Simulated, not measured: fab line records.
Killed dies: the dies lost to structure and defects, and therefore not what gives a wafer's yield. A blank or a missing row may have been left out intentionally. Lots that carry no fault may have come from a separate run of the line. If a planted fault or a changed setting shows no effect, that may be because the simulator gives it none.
Which tool is to blame?	flow n5Finfet	Sampling: 15 lots, 45 wafers, 8 of 1938 route steps

WHAT EACH GAUGE READ, for each wafer
N5_BEOL_M0_SAQP_OVL_MEAS_15.
lot	measured	on	M0_CORE_OVL (nm)
L710	day 6 02:11	overlay-02	-0.6 -0.5 -1.0
L712	day 6 07:35	overlay-01	-1.3 -0.3 0.5
L716	day 7 05:13	overlay-01	0.2 0.6 -0.4
L717	day 8 11:21	overlay-01	-0.6 -0.7 0.1
L718	day 8 11:43	overlay-01	0.2 0.3 0.7
L722	day 10 07:10	overlay-01	2.5 0.6 -0.1
L724	day 11 13:23	overlay-02	1.0 1.0 0.6
L725	day 11 13:32	overlay-01	0.7 -0.5 2.1
L726	day 11 13:35	overlay-02	0.8 0.7 0.1
L727	day 11 13:37	overlay-01	-0.3 0.4 0.1
L728	day 11 13:47	overlay-02	-1.3 -1.3 -0.3
L731	day 12 20:34	overlay-02	-0.1 1.5 0.4
L730	day 12 23:36	overlay-02	-1.0 0.8 -0.8
L729	day 12 23:46	overlay-01	-0.3 1.6 -0.6
L732	day 12 23:55	overlay-02	1.5 1.2 1.1

N5_BEOL_M0_SAQP_CD_MEAS_25: the cd target is 13.1 nm.
lot	measured	on	cdNm (nm)
L710	day 6 03:53	cdSem-03	12.96 12.91 13.07
L712	day 6 09:30	cdSem-03	12.72 12.69 12.95
L716	day 7 06:55	cdSem-02	- - -
L717	day 8 13:25	cdSem-02	- - -
L718	day 8 14:23	cdSem-01	- - -
L722	day 10 10:43	cdSem-01	12.32 12.93 12.82
L724	day 11 16:02	cdSem-01	12.81 12.64 12.92
L725	day 11 17:17	cdSem-02	13.03 12.33 12.98
L726	day 11 17:28	cdSem-02	12.61 12.87 12.61
L727	day 11 17:46	cdSem-03	12.66 12.94 12.60
L728	day 11 18:13	cdSem-03	12.90 12.79 12.25
L731	day 12 23:41	cdSem-01	13.10 12.62 12.50
L730	day 13 02:08	cdSem-03	13.20 12.82 12.76
L729	day 13 02:24	cdSem-03	12.87 12.89 12.49
L732	day 13 02:51	cdSem-02	13.03 12.87 12.75

N5_BEOL_M4_RC_MEAS_101.
lot	measured	on	DIBL_N (mV/V)	DIBL_P (mV/V)	IOFF_N (nA/um)	IOFF_P (nA/um)	ION_N (uA/um)	ION_P (uA/um)	SS_N (mV/dec)	SS_P (mV/dec)	VT_N (mV)	VT_P (mV)
L710	day 10 11:47	prober-02	36.0 37.7 38.3	36.5 39.4 39.4	0.144 0.172 0.186	0.206 0.268 0.272	675 675 688	469 476 475	71.5 71.9 71.6	73.3 73.8 73.1	252.9 246.7 248.1	-250 -247 -244
L712	day 10 19:10	prober-02	34.9 35.4 36.6	33.9 32.9 34.1	0.131 0.129 0.145	0.212 0.198 0.216	674 664 668	468 456 469	71.7 71.5 72.1	72.4 72.3 72.4	250.3 253.1 250.4	-247 -251 -247
L722	day 13 02:37	prober-01	36.6 36.0 37.1	36.6 36.7 37.6	0.161 0.152 0.177	0.226 0.232 0.246	682 670 686	467 466 471	71.9 71.6 71.3	73.1 73.4 72.5	251.7 251.2 247.3	-247 -251 -246
L724	day 14 00:28	prober-02	36.4 35.2 35.3	36.0 34.9 34.5	0.158 0.139 0.131	0.192 0.184 0.173	674 671 667	459 460 463	72.3 71.1 71.5	73.2 73.0 72.2	247.5 249.5 254.4	-252 -252 -253
L725	day 14 08:17	prober-02	35.0 35.2 36.1	36.7 35.8 37.5	0.145 0.135 0.160	0.218 0.209 0.250	684 681 686	475 474 481	71.1 71.5 71.6	73.9 73.2 73.1	249.7 251.7 249.6	-248 -251 -246
L726	day 14 13:41	prober-01	36.9 35.9 35.0	36.6 36.2 35.2	0.173 0.165 0.147	0.202 0.208 0.184	686 693 682	460 468 463	71.6 71.5 70.8	73.0 73.9 72.8	248.1 248.6 249.1	-253 -250 -251
L727	day 14 11:44	prober-01	36.2 35.3 34.6	38.9 38.1 36.3	0.194 0.165 0.152	0.254 0.232 0.215	695 677 678	471 464 465	72.0 72.7 71.9	73.8 72.7 73.0	247.0 248.3 251.2	-246 -248 -247
L728	day 14 12:09	prober-02	38.8 36.4 38.4	39.4 36.0 38.4	0.225 0.173 0.204	0.302 0.244 0.288	700 682 687	475 471 479	72.1 71.6 71.8	74.0 72.6 74.0	243.9 246.0 246.0	-244 -245 -244
L731	day 15 21:52	prober-02	36.5 34.9 34.3	36.1 33.7 34.0	0.189 0.157 0.154	0.268 0.225 0.230	692 680 686	478 474 477	71.5 71.4 71.4	73.4 72.5 72.6	246.6 248.0 248.0	-241 -245 -246
L730	day 16 01:32	prober-02	37.5 37.1 35.6	37.2 36.5 34.3	0.169 0.147 0.125	0.210 0.203 0.176	675 669 668	462 462 459	72.1 72.0 70.9	73.1 72.9 73.2	250.7 251.4 253.9	-251 -249 -252
L729	day 16 04:32	prober-01	38.0 37.1 36.0	36.7 35.6 34.9	0.167 0.155 0.138	0.214 0.203 0.189	674 677 672	462 465 464	72.0 71.5 71.7	74.3 72.9 73.1	246.7 248.8 250.6	-249 -250 -249
L732	day 16 07:52	prober-02	38.1 37.7 39.2	38.1 36.9 38.9	0.181 0.170 0.206	0.251 0.233 0.258	678 691 690	468 469 463	72.3 72.2 72.1	74.5 74.4 73.9	248.3 249.1 245.9	-249 -247 -249

EACH LOT AND THE TOOL THAT RAN IT (in order: tool; ch and the chambers of the sampled wafers; start)
lot	N5_MOL_CONTACT_COAG_STRIP_49	N5_BEOL_M0_SAQP_ETCH_83	N5_BEOL_M0_SAQP_ETCH_84	N5_BEOL_M0_SAQP_MANDREL_ETCH_20	N5_BEOL_M0_SAQP_STRIP_86
L710	plasmaAsher-01 ch 0,1, day 5 19:14	rieDiel-03 ch 0,1,3, day 6 02:19	rieDiel-03 ch 0,1,3, day 6 02:22	rieSi-05 ch 0,1,3, day 6 02:34	rieDiel-02 ch 0,3, day 6 02:40
L712	plasmaAsher-02 ch 0,1, day 5 23:01	rieDiel-03 ch 0,1, day 6 07:41	rieDiel-03 ch 0,1, day 6 07:44	rieSi-05 ch 1,2,3, day 6 07:56	rieDiel-02 ch 0,2,3, day 6 08:02
L716	plasmaAsher-01 ch 1, day 6 23:05	rieDiel-05 ch 0,3, day 7 05:23	rieDiel-05 ch 0,3, day 7 05:26	rieSi-03 ch 0,2,3, day 7 05:38	rieDiel-02 ch 0,2,3, day 7 05:44
L717	plasmaAsher-02 ch 0,1, day 8 01:22	rieDiel-02 ch 1,2,3, day 8 11:28	rieDiel-02 ch 1,2,3, day 8 11:31	rieSi-03 ch 1,2,3, day 8 11:43	rieDiel-03 ch 1,2,3, day 8 11:49
L718	plasmaAsher-02 ch 0, day 8 01:32	rieDiel-02 ch 1,2,3, day 8 11:49	rieDiel-02 ch 1,2,3, day 8 11:52	rieSi-06 ch 1,3, day 8 12:04	rieDiel-03 ch 0,2,3, day 8 12:10
L722	plasmaAsher-02 ch 0,1, day 9 22:52	rieDiel-02 ch 1,2, day 10 07:29	rieDiel-02 ch 1,2, day 10 07:32	rieSi-05 ch 1,3, day 10 07:44	rieDiel-02 ch 0,2,3, day 10 07:50
L724	plasmaAsher-02 ch 0,1, day 10 06:11	rieDiel-03 ch 0,1,2, day 11 13:41	rieDiel-03 ch 0,1,2, day 11 13:44	rieSi-03 ch 1,3, day 11 13:56	rieDiel-02 ch 0,2, day 11 14:05
L725	plasmaAsher-02 ch 0,1, day 10 06:20	rieDiel-03 ch 1,2, day 11 14:10	rieDiel-03 ch 1,2, day 11 14:13	rieSi-06 ch 0,1, day 11 14:25	rieDiel-03 ch 0,1, day 11 14:32
L726	plasmaAsher-01 ch 0,1, day 10 16:25	rieDiel-02 ch 0,1, day 11 14:12	rieDiel-02 ch 0,1, day 11 14:15	rieSi-03 ch 0,3, day 11 14:26	rieDiel-03 ch 1,2, day 11 14:34
L727	plasmaAsher-01 ch 0,1, day 10 20:26	rieDiel-05 ch 0,2,3, day 11 14:13	rieDiel-05 ch 0,2,3, day 11 14:16	rieSi-05 ch 0,1,2, day 11 14:28	rieDiel-03 ch 0,1,2, day 11 14:37
L728	plasmaAsher-01 ch 0,1, day 10 20:36	rieDiel-05 ch 0,1,3, day 11 14:28	rieDiel-05 ch 0,1,3, day 11 14:31	rieSi-06 ch 1,2,3, day 11 14:43	rieDiel-05 ch 0,2, day 11 14:49
L731	plasmaAsher-01 ch 0,1, day 12 15:01	rieDiel-02 ch 0,2,3, day 12 20:40	rieDiel-02 ch 0,2,3, day 12 20:43	rieSi-06 ch 1,2,3, day 12 20:54	rieDiel-02 ch 0,1,3, day 12 21:00
L730	plasmaAsher-02 ch 0,1, day 12 15:25	rieDiel-02 ch 0,1,3, day 12 23:43	rieDiel-02 ch 0,1,3, day 12 23:46	rieSi-06 ch 1,2,3, day 12 23:57	rieDiel-03 ch 0,1,3, day 13 00:03
L729	plasmaAsher-01 ch 0,1, day 12 15:31	rieDiel-05 ch 0,3, day 12 23:51	rieDiel-05 ch 0,3, day 12 23:54	rieSi-05 ch 0,1,3, day 13 00:05	rieDiel-02 ch 0,2,3, day 13 00:14
L732	plasmaAsher-01 ch 0,1, day 12 15:46	rieDiel-02 ch 0,3, day 13 00:01	rieDiel-02 ch 0,3, day 13 00:04	rieSi-06 ch 1,2, day 13 00:16	rieDiel-02 ch 2,3, day 13 00:22
- N5_MOL_CONTACT_COAG_STRIP_49: strips in N2/H2, time 30 s.
- N5_BEOL_M0_SAQP_ETCH_83: etches SiARC in CF4, target depth 39 nm, time 65 s.
- N5_BEOL_M0_SAQP_ETCH_84: etches SOC in N2/H2, target depth 100 nm, overetch 20 nm, time 150 s.
- N5_BEOL_M0_SAQP_MANDREL_ETCH_20: etches a-Si in HBr/Cl2, stops on SiNx, target depth 60 nm, bt time 10 s, time 30 s.
- N5_BEOL_M0_SAQP_STRIP_86: strips in N2/H2.

AS READ BY THE TOOLS THEMSELVES (means over the sampled wafers that have a number; for cases with no such wafer, the mark the record gives instead)
N5_MOL_CONTACT_COAG_STRIP_49.
lot	tool	drypumpMotorCurrentA (A)	heaterPowerW (W)
L710	plasmaAsher-01	5.94	318
L712	plasmaAsher-02	5.82	381
L716	plasmaAsher-01	6.24	324
L717	plasmaAsher-02	5.85	365
L718	plasmaAsher-02	5.92	335
L722	plasmaAsher-02	5.86	363
L724	plasmaAsher-02	5.81	385
L725	plasmaAsher-02	5.84	352
L726	plasmaAsher-01	5.96	316
L727	plasmaAsher-01	6.09	319
L728	plasmaAsher-01	5.95	317
L731	plasmaAsher-01	6.12	321
L730	plasmaAsher-02	5.88	357
L729	plasmaAsher-01	5.93	311
L732	plasmaAsher-01	6.11	321

N5_BEOL_M0_SAQP_ETCH_83.
lot	tool	biasW (W)	cf4FlowSccm (sccm)	drypumpMotorCurrentA (A)	etchRfOnTimeS (s)	oesProductAu (a.u.)	rfVppV (V)	showerheadPlenumPTorr (Torr)	throttleValvePct (%)
L710	rieDiel-03	36.01	100.2	5.7	64.6	0.66	184.5	2.20	15.73
L712	rieDiel-03	36.08	100.1	5.8	64.9	0.66	184.2	2.18	15.80
L716	rieDiel-05	-	-	-	-	-	-	-	-
L717	rieDiel-02	-	-	-	-	-	-	-	-
L718	rieDiel-02	-	-	-	-	-	-	-	-
L722	rieDiel-02	36.14	100.0	5.9	63.8	0.70	182.4	2.08	15.65
L724	rieDiel-03	36.03	100.0	5.8	65.5	0.62	184.7	2.14	15.82
L725	rieDiel-03	36.04	100.1	5.7	65.6	0.59	182.6	2.07	15.86
L726	rieDiel-02	35.91	99.9	5.3	65.0	0.69	183.8	2.09	15.71
L727	rieDiel-05	36.08	99.8	6.1	66.1	0.67	183.9	2.12	15.67
L728	rieDiel-05	35.98	100.4	5.9	65.8	0.66	184.6	2.14	15.58
L731	rieDiel-02	36.02	100.0	5.6	63.7	0.71	183.4	2.10	15.58
L730	rieDiel-02	36.04	99.8	5.4	63.5	0.68	182.8	2.09	15.66
L729	rieDiel-05	35.93	99.8	6.0	66.4	0.60	184.0	2.12	15.68
L732	rieDiel-02	36.09	99.6	5.2	63.3	0.74	183.3	2.14	15.54

N5_BEOL_M0_SAQP_ETCH_84.
lot	tool	biasW (W)	chamberPressureMTorr (mTorr)	drypumpMotorCurrentA (A)	oesProductAu (a.u.)	rfVppV (V)	showerheadPlenumPTorr (Torr)	throttleValvePct (%)
L710	rieDiel-03	149.7	30.00	5.7	0.69	526.1	2.63	18.05
L712	rieDiel-03	150.0	29.99	5.8	0.68	524.9	2.59	18.15
L716	rieDiel-05	150.0	30.00	6.0	0.27	524.0	2.52	17.77
L717	rieDiel-02	150.0	30.01	5.9	0.30	520.8	2.45	17.88
L718	rieDiel-02	149.9	29.99	5.8	0.30	520.9	2.45	17.87
L722	rieDiel-02	149.9	30.02	5.9	0.73	521.5	2.46	17.93
L724	rieDiel-03	149.6	30.01	5.8	0.66	523.7	2.53	18.09
L725	rieDiel-03	150.0	30.00	5.8	0.62	520.3	2.45	18.08
L726	rieDiel-02	149.9	29.99	5.3	0.72	521.9	2.49	18.00
L727	rieDiel-05	149.8	30.03	6.1	0.71	522.9	2.51	17.86
L728	rieDiel-05	150.2	30.01	5.9	0.69	524.3	2.54	17.83
L731	rieDiel-02	150.0	29.97	5.6	0.73	523.7	2.49	17.84
L730	rieDiel-02	150.2	29.96	5.4	0.70	521.7	2.48	17.93
L729	rieDiel-05	150.2	29.98	6.0	0.63	523.1	2.51	17.89
L732	rieDiel-02	149.7	30.02	5.2	0.76	522.9	2.53	17.81

N5_BEOL_M0_SAQP_MANDREL_ETCH_20.
lot	tool	HBr_flow_sccm (sccm)	biasW (W)	drypumpMotorCurrentA (A)	oesProductAu (a.u.)	throttleValvePct (%)
L710	rieSi-05	149.9	74.93	5.6	0.776	35.73
L712	rieSi-05	150.6	75.09	5.4	0.760	35.58
L716	rieSi-03	149.8	75.07	5.5	0.327	36.42
L717	rieSi-03	149.7	74.96	5.9	0.323	36.43
L718	rieSi-06	149.8	75.19	5.5	0.329	36.46
L722	rieSi-05	149.9	75.06	5.7	0.775	35.76
L724	rieSi-03	150.0	74.83	5.2	0.776	35.87
L725	rieSi-06	150.3	75.07	5.2	0.780	35.43
L726	rieSi-03	150.0	75.04	5.0	0.783	35.65
L727	rieSi-05	150.3	74.80	5.3	0.762	35.53
L728	rieSi-06	150.1	74.94	5.6	0.776	35.38
L731	rieSi-06	150.1	75.01	5.6	0.773	35.39
L730	rieSi-06	149.7	75.22	5.6	0.774	35.38
L729	rieSi-05	149.7	75.16	5.6	0.775	35.71
L732	rieSi-06	149.2	75.05	5.6	0.774	35.27

N5_BEOL_M0_SAQP_STRIP_86.
lot	tool	drypumpMotorCurrentA (A)	oesProductAu (a.u.)	rfVppV (V)	showerheadPlenumPTorr (Torr)	throttleValvePct (%)
L710	rieDiel-02	5.5	0.72	122.8	3.30	19.24
L712	rieDiel-02	5.6	0.76	121.1	3.32	19.15
L716	rieDiel-02	5.6	0.76	123.3	3.31	19.18
L717	rieDiel-03	5.7	0.71	121.8	3.34	19.21
L718	rieDiel-03	5.7	0.73	122.5	3.40	19.03
L722	rieDiel-02	5.6	0.86	123.5	3.31	19.06
L724	rieDiel-02	5.2	0.93	122.1	3.37	18.95
L725	rieDiel-03	5.9	0.75	122.9	3.39	19.64
L726	rieDiel-03	5.8	0.70	120.4	3.29	19.50
L727	rieDiel-03	5.8	0.73	122.1	3.35	19.34
L728	rieDiel-05	6.1	0.84	122.1	3.30	18.75
L731	rieDiel-02	5.4	0.79	123.5	3.28	19.18
L730	rieDiel-03	5.7	0.73	122.8	3.44	19.37
L729	rieDiel-02	5.6	0.83	121.5	3.30	19.09
L732	rieDiel-02	6.0	0.81	122.2	3.24	19.10

THE ANSWER, worked out from the rows above alone
Rule: the usual values come from the lots themselves. The widest of any qualifying gaps counts: lots, ordered by their means at a reading, are off when they make up no more than a third of the lots, leave a main group of 4 or more, and stand apart from it by 3 or more times the standard deviation of that group's means. A main group is skipped when, at the precision printed for the reading in the tables above, its means are all equal. Also off: a lot with no number at a reading for which 4 or more lots have one. The other lots that the step has rows for count as sound. After the gauges, taken in route order, come the tools' own readings; for these a lot's mean is taken, as printed above. At the first step where some lot is off, the reading lying furthest off is the one used; lots without a number count as furthest.
Off: L716, L717, L718 (N5_BEOL_M0_SAQP_CD_MEAS_25, cdNm). Without a number there: L716, L717, L718. The main group has a mean of 12.78 nm with a standard deviation of 0.096.
If a tool, at a process step before that reading, ran all the lots that are off and no sound lot after the first of them, it fits. The gauges at N5_BEOL_M0_SAQP_CD_MEAS_25 aren't tried: what is off there is off at N5_BEOL_M0_SAQP_ETCH_83 too, on other tools, and a gauge's error can't cause that. Not one of the candidates tried fits.

WHAT HAD BEEN PUT IN BY THE SIMULATOR
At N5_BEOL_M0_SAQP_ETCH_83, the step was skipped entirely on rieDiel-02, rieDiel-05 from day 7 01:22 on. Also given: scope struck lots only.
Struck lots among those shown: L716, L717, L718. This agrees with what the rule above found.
